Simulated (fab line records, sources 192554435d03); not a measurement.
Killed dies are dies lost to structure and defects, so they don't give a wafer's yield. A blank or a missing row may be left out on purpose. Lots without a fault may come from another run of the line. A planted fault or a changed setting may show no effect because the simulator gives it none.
Problem report in the 8D (eight disciplines) form, filled by code | flow n5_finfet | the parts of the form that need people (team, actions taken, sign-off) are left out

1. THE PROBLEM
spin_speed_rpm at N5_BEOL_M8_COAT_59 reads a mean of 1169.5 rpm on 6 wafers of 2 lots; wafers without a fault read 1500.0 rpm with a standard deviation of 0.97. That is -99 or more standard deviations from the usual mean.
The step: time 60 s, resist thk 100 nm.
First seen on wafer L470.2, day 13 19:01, on litho_track-04. The record holds 12 wafers of 4 lots with a number at this step. Rule for "out", or "out of limits": more than 4 standard deviations from the usual mean. The other wafers with a number count as sound.

2. WHAT IT IS AND WHAT IT IS NOT
question                    | is                     | is not
which readings at this step | spin_speed_rpm         | -
which lots                  | L470, L471             | L451, L473
which wafers of those lots  | all that have a number | -
read on which tools         | litho_track-04         | litho_track-05
when                        | from day 13 19:01      | up to then (3 sound wafers); but 3 sound wafers of L473 came after

3. SUSPECTS, AND WHAT RULES EACH OUT
Counting: a tool at a process step up to the reading stays a suspect if it ran every lot that is out and no sound lot after the first of them.
- litho_track-04 at N5_BEOL_M8_COAT_59 (time 60 s, resist thk 100 nm): kept. It ran every lot that is out, first L470 (day 13 19:01), and no sound lot after that; its last sound lot up to then is L451 (day 9 07:29). Its own readings are out on those wafers: spin_speed_rpm.
Left after counting: litho_track-04 at N5_BEOL_M8_COAT_59.

4. THE CAUSE (what the simulator had put in)
Process parameter drift: litho_track-04, from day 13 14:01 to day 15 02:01, at N5_BEOL_M8_COAT_59. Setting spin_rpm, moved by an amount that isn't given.
Counting left only this tool.

5. THE CHAIN OF EFFECTS, in route order
Each row: a reading whose mean over the struck wafers that have a number lies more than 3 standard deviations from the usual. Only readings for which the record gives a usual standard deviation are gone through. hours: the time from each lot's start at the first step in this table that gives one to its start at this step, as a median over the lots. sigmas: the change in usual standard deviations.
hours | step               | reading        | usual      | on struck wafers | change | sigmas
0     | N5_BEOL_M8_COAT_59 | spin_speed_rpm | 1500.0 rpm | 1169.5           | -330.5 | -99 or more
The process steps in it:
- N5_BEOL_M8_COAT_59: time 60 s, resist thk 100 nm.

6. WHAT WOULD HAVE CAUGHT IT SOONER
In this record the first reading out of limits was taken at day 13 19:01, 5 hours after the fault began at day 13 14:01.
